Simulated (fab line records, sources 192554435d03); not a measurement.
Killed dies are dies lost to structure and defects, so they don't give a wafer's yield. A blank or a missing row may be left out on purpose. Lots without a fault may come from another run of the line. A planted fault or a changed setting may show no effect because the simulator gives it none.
Which tool did it? | flow n5_finfet | 9 lots, 27 wafers sampled, at 6 steps of a route of 1938

WHAT THE GAUGES READ, wafer by wafer
N5_PMOS_HMC_CHANNEL_EPI_OVL_MEAS_10. Usual: PMOS_HMC_BLK_OVL 0.6 nm, standard deviation 0.82.
lot  | measured    | on         | PMOS_HMC_BLK_OVL (nm) | flag
L914 | day 1 17:07 | overlay-02 | 2.1 0.4 1.4           |
L917 | day 2 11:26 | overlay-01 | 0.6 0.8 0.3           |
L920 | day 3 05:10 | overlay-02 | 0.4 0.9 0.8           |
L921 | day 3 11:04 | overlay-02 | 1.0 -0.6 0.7          |
L923 | day 3 23:32 | overlay-01 | 0.7 -0.4 1.3          |
L930 | day 5 17:20 | overlay-01 | 0.2 0.8 0.2           |
L931 | day 5 23:32 | overlay-02 | 0.4 -0.8 -1.0         |
L934 | day 6 17:11 | overlay-02 | 0.5 0.4 0.3           |
L936 | day 7 05:37 | overlay-02 | 0.5 0.1 0.5           |

N5_BEOL_M4_RC_MEAS_101. Usual: DIBL_N 36.5 mV/V, standard deviation 1.4; DIBL_P 36.9 mV/V, standard deviation 1.7; IOFF_N 0.163 nA/um, standard deviation 0.023; IOFF_P 0.22 nA/um, standard deviation 0.032; ION_N 673 uA/um, standard deviation 9; ION_P 462 uA/um, standard deviation 7.5; SS_N 71.6 mV/dec, standard deviation 0.54; SS_P 73.4 mV/dec, standard deviation 0.62; VT_N 249.8 mV, standard deviation 2.8; VT_P -250 mV, standard deviation 3.5.
lot  | measured     | on        | DIBL_N (mV/V)  | DIBL_P (mV/V)  | IOFF_N (nA/um)    | IOFF_P (nA/um) | ION_N (uA/um) | ION_P (uA/um) | SS_N (mV/dec)  | SS_P (mV/dec)  | VT_N (mV)         | VT_P (mV)      | flag
L914 | day 7 20:49  | prober-02 | 35.6 36.6 35.5 | 35.4 36.4 35.4 | 0.143 0.167 0.149 | 0.19 0.20 0.19 | 663 665 674   | 459 450 461   | 71.8 72.1 71.7 | 73.3 73.2 72.7 | 252.3 249.5 251.7 | -255 -253 -255 |
L917 | day 8 18:02  | prober-01 | 36.1 37.7 35.5 | 37.5 39.1 36.7 | 0.159 0.190 0.152 | 0.23 0.27 0.22 | 674 678 677   | 469 469 471   | 71.1 71.6 71.4 | 73.0 73.6 73.6 | 248.9 249.7 253.0 | -247 -248 -252 |
L920 | day 9 05:38  | prober-01 | 35.7 37.9 37.6 | 35.3 38.6 37.6 | 0.135 0.182 0.172 | 0.19 0.24 0.22 | 663 680 689   | 459 464 470   | 71.3 71.5 71.0 | 73.8 74.6 74.1 | 253.6 247.2 249.3 | -253 -248 -251 |
L921 | day 9 18:59  | prober-01 | 36.0 37.8 37.8 | 35.8 37.9 37.7 | 0.153 0.184 0.179 | 0.19 0.22 0.21 | 673 667 684   | 455 450 457   | 72.0 72.8 72.0 | 73.9 73.8 73.6 | 249.3 247.4 245.8 | -253 -251 -253 |
L923 | day 10 00:04 | prober-02 | 33.7 35.0 35.0 | 34.2 37.2 36.4 | 0.114 0.146 0.137 | 0.14 0.18 0.17 | 642 671 670   | 441 453 453   | 71.0 71.8 71.4 | 72.4 72.6 73.4 | 256.7 250.6 253.7 | -258 -256 -256 |
L930 | day 12 08:54 | prober-02 | 38.2 35.8 35.6 | 39.0 36.5 35.4 | 0.202 0.160 0.148 | 0.26 0.21 0.19 | 680 660 676   | 470 454 460   | 71.1 71.4 71.3 | 73.4 72.9 73.3 | 245.6 248.4 250.4 | -246 -249 -252 |
L931 | day 12 12:41 | prober-02 | 36.8 36.8 37.8 | 38.5 38.7 40.1 | 0.174 0.182 0.198 | 0.21 0.24 0.25 | 686 684 688   | 462 470 467   | 71.9 71.7 72.4 | 73.5 73.6 73.6 | 247.8 248.8 244.6 | -251 -248 -246 |
L934 | day 12 18:17 | prober-02 | 37.8 35.1 34.4 | 39.6 36.1 35.9 | 0.191 0.142 0.128 | 0.22 0.17 0.17 | 679 671 656   | 457 448 454   | 71.9 71.0 70.8 | 74.2 73.7 73.8 | 247.5 251.1 255.7 | -252 -258 -254 |
L936 | day 13 21:52 | prober-02 | 37.4 35.0 37.4 | 36.8 33.4 36.2 | 0.154 0.117 0.156 | 0.21 0.16 0.20 | 669 668 664   | 464 456 455   | 71.8 71.4 71.9 | 73.0 72.8 73.4 | 251.2 254.7 252.8 | -249 -253 -249 |

WHICH TOOL RAN EACH LOT (tool, then ch and the chambers of the sampled wafers, then the start)
lot  | N5_ZERO_LAYER_COAT_05            | N5_ZERO_LAYER_STRIP_24              | N5_WELL_APT_EPI_41             | N5_PMOS_HMC_CHANNEL_EPI_STRIP_33
L914 | litho_track-05 ch 0, day 1 12:22 | plasma_asher-01 ch 0,1, day 1 13:01 | epi_rpcvd-04 ch 0, day 1 16:07 | rie_diel-02 ch 0,2, day 1 17:18
L917 | litho_track-04 ch 0, day 2 06:24 | plasma_asher-02 ch 0,1, day 2 07:04 | epi_rpcvd-02 ch 0, day 2 10:26 | rie_diel-06 ch 0,1,3, day 2 11:38
L920 | litho_track-03 ch 0, day 3 00:23 | plasma_asher-02 ch 0,1, day 3 00:55 | epi_rpcvd-04 ch 0, day 3 04:10 | rie_diel-06 ch 0,1,3, day 3 05:22
L921 | litho_track-04 ch 0, day 3 06:23 | plasma_asher-01 ch 0,1, day 3 07:11 | epi_rpcvd-04 ch 0, day 3 10:17 | rie_diel-02 ch 0,2,3, day 3 11:32
L923 | litho_track-03 ch 0, day 3 18:22 | plasma_asher-01 ch 0,1, day 3 18:58 | epi_rpcvd-03 ch 0, day 3 22:22 | rie_diel-06 ch 2,3, day 3 23:44
L930 | litho_track-03 ch 0, day 5 12:22 | plasma_asher-02 ch 0,1, day 5 13:01 | epi_rpcvd-04 ch 0, day 5 16:10 | rie_diel-06 ch 0,1,2, day 5 17:42
L931 | litho_track-04 ch 0, day 5 18:22 | plasma_asher-02 ch 1, day 5 19:01   | epi_rpcvd-04 ch 0, day 5 22:31 | rie_diel-02 ch 0,2,3, day 5 23:45
L934 | litho_track-03 ch 0, day 6 12:22 | plasma_asher-01 ch 0,1, day 6 13:02 | epi_rpcvd-04 ch 0, day 6 16:11 | rie_diel-02 ch 0,1,3, day 6 17:23
L936 | litho_track-05 ch 0, day 7 00:22 | plasma_asher-02 ch 0, day 7 01:16   | epi_rpcvd-04 ch 0, day 7 04:17 | rie_diel-06 ch 1,2, day 7 05:53
- N5_ZERO_LAYER_COAT_05: resist thk 1000 nm.
- N5_ZERO_LAYER_STRIP_24: strips in O2.
- N5_WELL_APT_EPI_41: deposits Si from SiH4/H2, target thk 50 nm, time 297.7 s.
- N5_PMOS_HMC_CHANNEL_EPI_STRIP_33: strips in N2/H2.

WHAT THE TOOLS THEMSELVES READ (means of the sampled wafers that have a number; where no wafer has one, the mark that the record gives instead)
N5_ZERO_LAYER_COAT_05. Usual: spin_speed_rpm 1499.9 rpm, standard deviation 0.97.
lot  | tool           | spin_speed_rpm (rpm) | flag
L914 | litho_track-05 | 1499.8               |
L917 | litho_track-04 | 1499.1               |
L920 | litho_track-03 | 1500.0               |
L921 | litho_track-04 | 1500.6               |
L923 | litho_track-03 | 1500.3               |
L930 | litho_track-03 | 1563.4               | OFF
L931 | litho_track-04 | 1498.8               |
L934 | litho_track-03 | 1563.8               | OFF
L936 | litho_track-05 | 1499.6               |

N5_ZERO_LAYER_STRIP_24. Usual: drypump_motor_current_A 5.57 A, standard deviation 0.18; heater_power_w 347 W, standard deviation 27; oes_product_au 0.647 a.u., standard deviation 0.0049; strip_time_to_endpoint_s 43.88 s, standard deviation 0.1.
lot  | tool            | drypump_motor_current_A (A) | heater_power_w (W) | oes_product_au (a.u.) | strip_time_to_endpoint_s (s) | flag
L914 | plasma_asher-01 | 5.64                        | 371                | 0.647                 | 43.92                        |
L917 | plasma_asher-02 | 5.48                        | 338                | 0.644                 | 43.94                        |
L920 | plasma_asher-02 | 5.61                        | 339                | 0.651                 | 43.74                        |
L921 | plasma_asher-01 | 5.61                        | 364                | 0.649                 | 43.94                        |
L923 | plasma_asher-01 | 5.54                        | 336                | 0.647                 | 43.67                        |
L930 | plasma_asher-02 | 5.51                        | 334                | 0.648                 | 43.24                        | OFF
L931 | plasma_asher-02 | 5.74                        | 337                | 0.648                 | 43.83                        |
L934 | plasma_asher-01 | 5.66                        | 364                | 0.646                 | 43.25                        | OFF
L936 | plasma_asher-02 | 5.39                        | 340                | 0.645                 | 44.06                        |

N5_WELL_APT_EPI_41. Usual: susceptor_temp_C 650.0 C, standard deviation 0.3; susceptor_temp_C_max 651.4, standard deviation 0.45; throttle_valve_pct 11.4 %, standard deviation 0.41.
lot  | tool         | susceptor_temp_C (C) | susceptor_temp_C_max | throttle_valve_pct (%) | flag
L914 | epi_rpcvd-04 | 650.2                | 651.7                | 11.5                   |
L917 | epi_rpcvd-02 | 649.8                | 651.3                | 11.6                   |
L920 | epi_rpcvd-04 | 649.9                | 651.4                | 11.5                   |
L921 | epi_rpcvd-04 | 649.9                | 651.4                | 11.7                   |
L923 | epi_rpcvd-03 | 650.1                | 651.0                | 10.8                   |
L930 | epi_rpcvd-04 | 650.1                | 651.5                | 11.6                   |
L931 | epi_rpcvd-04 | 650.1                | 651.8                | 11.8                   |
L934 | epi_rpcvd-04 | 650.2                | 651.6                | 11.7                   |
L936 | epi_rpcvd-04 | 650.1                | 651.7                | 11.8                   |

N5_PMOS_HMC_CHANNEL_EPI_STRIP_33. Usual: drypump_motor_current_A 5.5 A, standard deviation 0.49; oes_product_au 0.79 a.u., standard deviation 0.062; rf_vpp_V 54.3 V, standard deviation 1.7; showerhead_plenum_p_Torr 3.32 Torr, standard deviation 0.12; throttle_valve_pct 18.90 %, standard deviation 0.26.
lot  | tool        | drypump_motor_current_A (A) | oes_product_au (a.u.) | rf_vpp_V (V) | showerhead_plenum_p_Torr (Torr) | throttle_valve_pct (%) | flag
L914 | rie_diel-02 | 5.2                         | 0.85                  | 54.9         | 3.35                            | 18.83                  |
L917 | rie_diel-06 | 5.4                         | 0.76                  | 54.0         | 3.28                            | 19.15                  |
L920 | rie_diel-06 | 5.4                         | 0.75                  | 55.2         | 3.28                            | 19.15                  |
L921 | rie_diel-02 | 5.4                         | 0.84                  | 53.7         | 3.40                            | 18.80                  |
L923 | rie_diel-06 | 5.2                         | 0.75                  | 54.5         | 3.23                            | 18.92                  |
L930 | rie_diel-06 | 5.2                         | 0.76                  | 53.1         | 3.28                            | 19.05                  |
L931 | rie_diel-02 | 5.4                         | 0.82                  | 54.6         | 3.39                            | 18.85                  |
L934 | rie_diel-02 | 5.8                         | 0.82                  | 55.0         | 3.39                            | 18.81                  |
L936 | rie_diel-06 | 5.0                         | 0.76                  | 53.7         | 3.23                            | 18.78                  |

THE ANSWER, worked out from the rows above alone
Rule: a lot is off if the mean of its wafers that have a number lies more than 3 standard deviations from the usual mean. A lot without any number at a reading at which 4 lots or more have one is off too. The other lots that the step has rows for count as sound. The gauges are gone through in route order, then the tools' own readings, and for those a lot's mean is taken as printed above. The first step at which some lot is off is used, and at that step the reading that is off furthest; a lot without a number counts as furthest.
Off: L930, L934, at N5_ZERO_LAYER_COAT_05 (spin_speed_rpm).
A tool fits if, at that step or a process step before it, it ran every lot that is off, and no sound lot after the first of them. One fits: litho_track-03 at N5_ZERO_LAYER_COAT_05. Its last sound lot is L923 (day 3 18:22), its first lot that is off L930 (day 5 12:22): a fault that began between those two fits.
The tool's own readings at N5_ZERO_LAYER_COAT_05 bear it out: on the lots that are off they differ by more than 5 times the standard deviation of the sound lots' means. spin_speed_rpm reads 1563.6 rpm there against 1499.7 rpm on the sound lots.

WHAT THE SIMULATOR HAD PUT IN
Process parameter drift: litho_track-03, from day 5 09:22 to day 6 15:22, at N5_ZERO_LAYER_COAT_05. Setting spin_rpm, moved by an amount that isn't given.
Lots struck among those shown: L930, L934. The rule above found the same.
